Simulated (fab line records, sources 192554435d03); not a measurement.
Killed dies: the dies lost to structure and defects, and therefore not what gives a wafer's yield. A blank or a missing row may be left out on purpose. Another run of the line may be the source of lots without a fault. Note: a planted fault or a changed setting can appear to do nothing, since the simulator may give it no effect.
Split-lot trial | flow n5 finfet | 7 lots, 21 wafers read, on a route of 1938 steps

SPLIT DETAILS
At N5_BEOL_M4_COAT_68 (time 60 s, resist thk 12 nm), the setting spin rpm was moved away from the recipe's 1500 rpm on 5 of the 21 wafers read, by -7.6% to -3.8%. The other wafers ran this setting at the recipe's value.

FROM THE SPLIT TO THE READING: what the file shows between them, 4 steps
- N5_BEOL_M4_COAT_76: time 60 s, resist thk 5 nm
- N5_BEOL_M4_COAT_22: resist thk 30 nm
- N5_BEOL_M4_DESCUM_33: chemistry O2, time 7 s
- N5_BEOL_M4_ETCH_77: etches underlayer in N2/H2, target depth 6.5 nm, time 5.2 s

THE READING
etch.depth nm (the simulator's own value, which no gauge read), in nm, at N5_BEOL_M4_ETCH_69 (etches SiARC in CF4, target depth 15.6 nm, time 26 s). The file does not state a usual value for it. Here, 16 wafers ran the recipe; their average is 12.01 nm with a standard deviation of 0.031 nm.

wafer  | tool, chamber at the split | spin rpm as run, rpm | against the recipe | etch.depth nm, nm | against lot-mates on the recipe
L081.3 | litho track-02, 0          | 1443                 | -3.8%              | 12.25             | +0.23
L081.4 | litho track-02, 0          | 1500                 | recipe             | 12.01             | -
L081.6 | litho track-02, 0          | 1500                 | recipe             | 12.03             | -
L083.2 | litho track-03, 0          | 1500                 | recipe             | 12.06             | -
L083.4 | litho track-03, 0          | 1500                 | recipe             | 12.07             | -
L083.6 | litho track-03, 0          | 1500                 | recipe             | 12.04             | -
L087.2 | litho track-03, 0          | 1500                 | recipe             | 11.96             | -
L087.5 | litho track-03, 0          | 1500                 | recipe             | 12.01             | -
L087.6 | litho track-03, 0          | 1500                 | recipe             | 11.99             | -
L088.1 | litho track-05, 0          | 1500                 | recipe             | 12.01             | -
L088.3 | litho track-05, 0          | 1500                 | recipe             | 11.99             | -
L088.5 | litho track-05, 0          | 1500                 | recipe             | 11.97             | -
L089.1 | litho track-05, 0          | 1500                 | recipe             | 12.01             | -
L089.2 | litho track-05, 0          | 1500                 | recipe             | 12.05             | -
L089.5 | litho track-05, 0          | 1500                 | recipe             | 11.99             | -
L095.2 | litho track-02, 0          | 1386                 | -7.6%              | 12.49             | +0.51
L095.3 | litho track-02, 0          | 1500                 | recipe             | 11.98             | -
L095.4 | litho track-02, 0          | 1386                 | -7.6%              | 12.48             | +0.50
L097.3 | litho track-05, 0          | 1403                 | -6.5%              | 12.44             | +0.41
L097.5 | litho track-05, 0          | 1403                 | -6.5%              | 12.41             | +0.38
L097.6 | litho track-05, 0          | 1500                 | recipe             | 12.03             | -

THE FIT
A straight line over all 21 wafers: etch.depth nm changes by -0.0628 nm for each +1% of spin rpm; r = -0.99; the points scatter about the line by 0.029 nm.
The same after taking each lot's own level away (the mean of its wafers on the recipe; 21 wafers): -0.0641 nm for each +1%; r = -1.00; scatter 0.019 nm.
The reading moves by 0.49 nm for the largest change in spin rpm, on that fit.
The span of the lots' own levels, 11.980 to 12.057 nm, comes to 2.5 times the standard deviation stated above.
So the lot-to-lot level changes the slope little: the two slopes agree.
Check: with one of the wafers moved furthest among these (-7.6%) left out of the fit, the line predicts +0.477 nm for it against its lot-mates. Against them it came out at +0.51 nm.

THESE WAFERS: OTHER SPLITS
These wafers also went through other splits before the reading. Each is held against what the fit with the lots' levels taken away leaves over:
other split on the same wafers | wafers away from the commonest value | r with etch.depth nm (lot level and that fit taken away)
N5_BEOL_M4_DESCUM_16 time s    | 6                                    | +0.00

THE WHOLE CHAIN: every reading that the file lists as answering this split, in the file's order
step               | what it does                                         | reading                                                                          | change (the file's fit)                | r (the file's)
N5_BEOL_M4_COAT_68 | time 60 s, resist thk 12 nm                          | SiARC_of_BEOL_M4_COAT_68.thk nm (the simulator's own value, which no gauge read) | -0.056 nm for each +1% of the setting  | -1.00
N5_BEOL_M4_ETCH_69 | etches SiARC in CF4, target depth 15.6 nm, time 26 s | etch.depth nm (the simulator's own value, which no gauge read)                   | -0.0635 nm for each +1% of the setting | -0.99

FILE'S OWN FIT
etch.depth nm changes by -0.0635 nm for each +1% of spin rpm, r = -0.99.
